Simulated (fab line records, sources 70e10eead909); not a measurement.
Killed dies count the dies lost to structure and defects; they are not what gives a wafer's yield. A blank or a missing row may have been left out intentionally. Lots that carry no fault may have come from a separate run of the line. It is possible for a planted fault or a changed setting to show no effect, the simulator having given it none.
A lot that was struck, set against a sound lot / flow nand harc / 15 out of 1302 route steps
Sound: these wafers, L418.4, L418.5, L418.6. Struck: wafers L433.2, L433.3, L433.6. The cause comes at the end.
Each step with rows lists, per side, the tool, then ch with its chambers, then its first start. Under that, the readings that differ: sound wafers / struck wafers / difference of the means / sigmas: that difference in standard deviations of wafers without a fault.
alike: readings whose means differ by less than 2 such deviations, and words and numbers that are the same on both sides. not compared: withheld readings, readings that some wafer has no value for, bounds like >300 that may hide the same value, and numbers for which the record gives no deviation and whose values overlap.
The two part at a step that has a row with sigmas, a row that says differs or no value, or rows on one side only. Numbers that don't overlap but have no deviation are shown without sigmas and don't part them. A reading missing from all wafers of one side parts the sides only when that side holds two or more wafers.

NHARC_A_SGD_CUT_THK_MEAS_22: measures by ellipsometry.
  struck on film metro-01, day 26 03:04; sound on film metro-01, day 20 06:14
  alike: thk nm
then, 2 steps without rows for these wafers: NHARC_A_SGD_CUT_SRD_23; NHARC_A_SGD_CUT_ETCH_26 (etches SiO2 in dHF, target depth 45.8 nm).
NHARC_A_SGD_CUT_ETCHBACK_24: etches the open film in CH3F/O2, target depth 50 nm, time 92.857 s.
  sound on rie diel-08 ch 0,2,3, day 20 06:29; struck on rie diel-09 ch 1,2,3, day 26 03:19
reading=oes product au (a.u.); sound=1.01 1.00 1.01; struck=0.93 0.92 0.93; difference=-0.08; sigmas=-2
  alike: bias w, drypump motor current A, rf fwd power W, rf vpp V, showerhead plenum p Torr, throttle valve pct
  not compared: rf hours counter h
NHARC_A_SGD_CUT_STRIP_28: strips in O2, time 20 s.
  sound on rie diel-08 ch 2,3; struck on rie diel-09 ch 0,1,3
  alike: drypump motor current A, oes product au, rf vpp V, showerhead plenum p Torr, throttle valve pct
  not compared: rf hours counter h
NHARC_A_SGD_CUT_INSPECT_25:
  struck on defect inspect-02, day 26 03:32; sound on defect inspect-02, day 20 06:41
  alike: raw defect count
NHARC_A_SLIT_DEP_25: deposits SiO2, target thk 200 nm.
  sound on pecvd-01 ch 0,1,2, day 20 06:53; struck on pecvd-01 ch 1,2, day 26 03:37
  alike: heater power w, rf fwd power W, susceptor temp C, throttle valve pct
NHARC_A_SLIT_DEP_00: deposits aC, target thk 6200 nm.
  sound on acl dep-02 ch 0, day 20 08:59; struck on acl dep-03 ch 0, day 26 05:01
  alike: susceptor temp C, throttle valve pct
NHARC_A_SLIT_DEP_23: deposits SiON, target thk 100 nm.
  sound on pecvd-02 ch 0,1,2, day 20 10:59; struck on pecvd-03 ch 1,2, day 26 08:14
  alike: heater power w, rf fwd power W, susceptor temp C
then, 3 steps without rows for these wafers: NHARC_A_SLIT_DEHYDRATE_01 (time 120 s); NHARC_A_SLIT_HMDS_02 (time 30 s); NHARC_A_SLIT_COAT_03 (resist thk 90 nm).
NHARC_A_SLIT_SOFTBAKE_04: time 55 s.
  sound on litho track-01 ch 0, day 20 11:00; struck on litho track-01 ch 0, day 26 08:00
reading=heater power total W (W); sound=188.46 188.44 188.44; struck=228.43 228.45 227.94; difference=+39.83; sigmas=+99 or more
then, 2 steps without rows for these wafers: NHARC_A_SLIT_EBR_05; NHARC_END_SORT_01.

== WHERE THEY PART ==
Earliest at NHARC_A_SGD_CUT_ETCHBACK_24; latest, in this record, at NHARC_A_SLIT_SOFTBAKE_04.

WHY: what had been put in by the simulator
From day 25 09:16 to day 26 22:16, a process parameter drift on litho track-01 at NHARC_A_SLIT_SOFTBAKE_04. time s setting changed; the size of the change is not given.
